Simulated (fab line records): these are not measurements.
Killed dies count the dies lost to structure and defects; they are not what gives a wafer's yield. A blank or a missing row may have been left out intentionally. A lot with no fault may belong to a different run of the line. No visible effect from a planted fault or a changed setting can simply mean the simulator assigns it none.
Split-lot trial | flow n5_finfet | on a route of 1938 steps: 7 lots, 21 wafers read

== SPLIT DETAILS ==
At N5_BEOL_M6_ILD_DEP_00 (deposits SiCOH lowk from DEMS/porogen, target thk 179.75 nm, time 33.4 s), the setting time_s was moved away from the recipe's 33.4 s on 10 of the 21 wafers read, by -7.0% to +11.0%. All remaining wafers had this setting at the recipe value.

== FROM SPLIT TO READING: 1 step shown by the file between the two ==
- N5_BEOL_M6_CURE_74: cures SiCOH lowk, time 240 s

== THE READING ==
At N5_BEOL_M6_THK_MEAS_01: M6_ILD_THK, given in nm. On this fab line, fault-free wafers typically give 156.0 nm with a standard deviation of 2.5 nm.

wafer  | tool, chamber at the split | time_s as run, s | against the recipe | M6_ILD_THK, nm | against lot-mates on the recipe
L078.1 | pecvd-01, 1                | 34.74            | +4.0%              | 160.2          | +0.6
L078.4 | pecvd-01, 1                | 34.74            | +4.0%              | 161.3          | +1.7
L078.5 | pecvd-01, 0                | 33.4             | recipe             | 159.6          | -
L085.2 | pecvd-03, 0                | 33.4             | recipe             | 152.9          | -
L085.4 | pecvd-03, 0                | 33.4             | recipe             | 156.6          | -
L085.6 | pecvd-03, 1                | 33.4             | recipe             | 155.6          | -
L086.1 | pecvd-03, 1                | 31.89            | -4.5%              | 147.2          | -6.9
L086.3 | pecvd-03, 0                | 33.4             | recipe             | 152.2          | -
L086.6 | pecvd-03, 1                | 33.4             | recipe             | 155.9          | -
L087.2 | pecvd-01, 1                | 33.4             | recipe             | 157.1          | -
L087.3 | pecvd-01, 2                | 35.99            | +7.8%              | 169.1          | +10.7
L087.6 | pecvd-01, 2                | 33.4             | recipe             | 159.7          | -
L091.2 | pecvd-01, 2                | 33.4             | recipe             | 154.1          | -
L091.3 | pecvd-01, 2                | 37.08            | +11.0%             | 174.1          | +18.8
L091.4 | pecvd-01, 0                | 33.4             | recipe             | 156.5          | -
L095.1 | pecvd-02, 2                | 33.4             | recipe             | 151.7          | -
L095.2 | pecvd-02, 0                | 36.08            | +8.0%              | 165.1          | +13.4
L095.3 | pecvd-02, 1                | 36.08            | +8.0%              | 166.5          | +14.8
L097.1 | pecvd-01, 1                | 31.07            | -7.0%              | 144.4          | no lot-mate on the recipe
L097.2 | pecvd-01, 2                | 31.07            | -7.0%              | 145.3          | no lot-mate on the recipe
L097.4 | pecvd-01, 0                | 31.07            | -7.0%              | 148.9          | no lot-mate on the recipe

THE FIT
A straight line over all 21 wafers: M6_ILD_THK changes by +1.47 nm for each +1% of time_s; r = +0.95; the points scatter about the line by 2.4 nm.
The same after taking each lot's own level away (the mean of its wafers on the recipe; 18 wafers): +1.58 nm for each +1%; r = +0.95; scatter 2.3 nm.
According to that fit, moving time_s by its largest amount changes the reading by 17 nm.
The span of the lots' own levels, 151.70 to 159.60 nm, comes to 3.2 times the standard deviation stated above.
The two slopes are in agreement: the lot-to-lot level therefore moves the slope only a little.
Check: for one of the wafers moved furthest among these (+11.0%), held out of the fit, the line's prediction against its lot-mates is +16 nm. Against them it came out at +18.8 nm.

== THE WHOLE CHAIN: every reading that the file lists as answering this split, in the file's order ==
step                   | what it does                                                             | reading                                                                                  | change (the file's fit)              | r (the file's)
N5_BEOL_M6_ILD_DEP_00  | deposits SiCOH lowk from DEMS/porogen, target thk 179.75 nm, time 33.4 s | SiCOH_lowk_of_BEOL_M6_ILD_DEP_00.thk_nm (the simulator's own value, which no gauge read) | +1.77 nm for each +1% of the setting | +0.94
N5_BEOL_M6_CURE_74     | cures SiCOH lowk, time 240 s                                             | SiCOH_lowk_of_BEOL_M6_ILD_DEP_00.thk_nm (the simulator's own value, which no gauge read) | +1.54 nm for each +1% of the setting | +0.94
N5_BEOL_M6_THK_MEAS_01 |                                                                          | M6_ILD_THK                                                                               | +1.56 for each +1% of the setting    | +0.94

== THE FILE'S OWN FIT ==
M6_ILD_THK changes by +1.56 nm for each +1% of time_s, r = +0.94.
